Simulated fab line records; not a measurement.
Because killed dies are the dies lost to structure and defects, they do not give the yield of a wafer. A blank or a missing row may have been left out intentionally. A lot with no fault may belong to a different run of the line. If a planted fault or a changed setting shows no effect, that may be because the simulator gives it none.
Matching of chambers | flow n5Finfet | 4 sister chambers for N5_BEOL_M8_ETCH_66 on rieDiel-02
The step etches SOC in N2/H2, target depth 80 nm, overetch 16 nm, time 120 s. 14 wafers are shown with their chamber, then 7 later ones without.

## WAFERS PAIRED WITH THEIR CHAMBERS
wafer  | chamber | drypumpMotorCurrentA (A) | showerheadPlenumPTorr (Torr) | throttleValvePct (%)
L074.2 | 0       | 6.1                      | 2.43                         | 17.81
L074.3 | 3       | 4.9                      | 2.62                         | 18.00
L074.5 | 1       | 5.2                      | 2.55                         | 17.85
L081.1 | 0       | 6.2                      | 2.42                         | 17.83
L081.4 | 3       | 4.9                      | 2.61                         | 18.03
L081.6 | 3       | 4.9                      | 2.61                         | 18.03
L082.2 | 0       | 6.1                      | 2.42                         | 17.84
L082.4 | 3       | 4.9                      | 2.61                         | 18.05
L082.5 | 0       | 6.1                      | 2.42                         | 17.82
L088.1 | 0       | 6.1                      | 2.41                         | 17.85
L088.3 | 2       | 5.8                      | 2.68                         | 18.03
L088.4 | 3       | 4.9                      | 2.60                         | 18.05
L090.1 | 1       | 5.2                      | 2.53                         | 17.92
L090.2 | 0       | 6.1                      | 2.41                         | 17.85

SIGNATURES (averages over the wafers above)
reading               | chamber 0 | chamber 1 | chamber 2 | chamber 3 | scatter within a chamber
drypumpMotorCurrentA  | 6.117     | 5.200     | 5.800     | 4.900     | 0.0289
showerheadPlenumPTorr | 2.4183    | 2.5400    | 2.6800    | 2.6100    | 0.00827
throttleValvePct      | 17.8333   | 17.8850   | 18.0300   | 18.0320   | 0.0234
Rule: distance of a wafer from a chamber = root of the sum over the readings of ((wafer's reading minus chamber's mean) / reading's scatter) squared. If the next closest chamber is less than 2 further off than the closest, the wafer can't be placed; otherwise it belongs to the closest. How the scatter is found: for the shown wafers, subtract from each reading the mean of its chamber, square and add these, divide the total by (wafers less chambers), then take the root.

## WAFERS WHOSE CHAMBER IS MISSING
wafer  | drypumpMotorCurrentA (A) | showerheadPlenumPTorr (Torr) | throttleValvePct (%)
L090.4 | 5.7                      | 2.67                         | 18.02
L091.4 | 5.2                      | 2.53                         | 17.92
L091.5 | 6.2                      | 2.41                         | 17.86
L091.6 | 4.9                      | 2.60                         | 18.09
L097.2 | 5.2                      | 2.52                         | 17.94
L097.3 | 6.1                      | 2.40                         | 17.89
L097.5 | 5.2                      | 2.52                         | 17.95

## CHAMBER TAKEN BY EACH
wafer  | from the rows above | in truth
L090.4 | 2                   | 2
L091.4 | 1                   | 1
L091.5 | 0                   | 0
L091.6 | 3                   | 3
L097.2 | 1                   | 1
L097.3 | 0                   | 0
L097.5 | 1                   | 1
Placed correctly: 7 of 7. Number that these rows cannot place: 0. 0 placed wrongly.
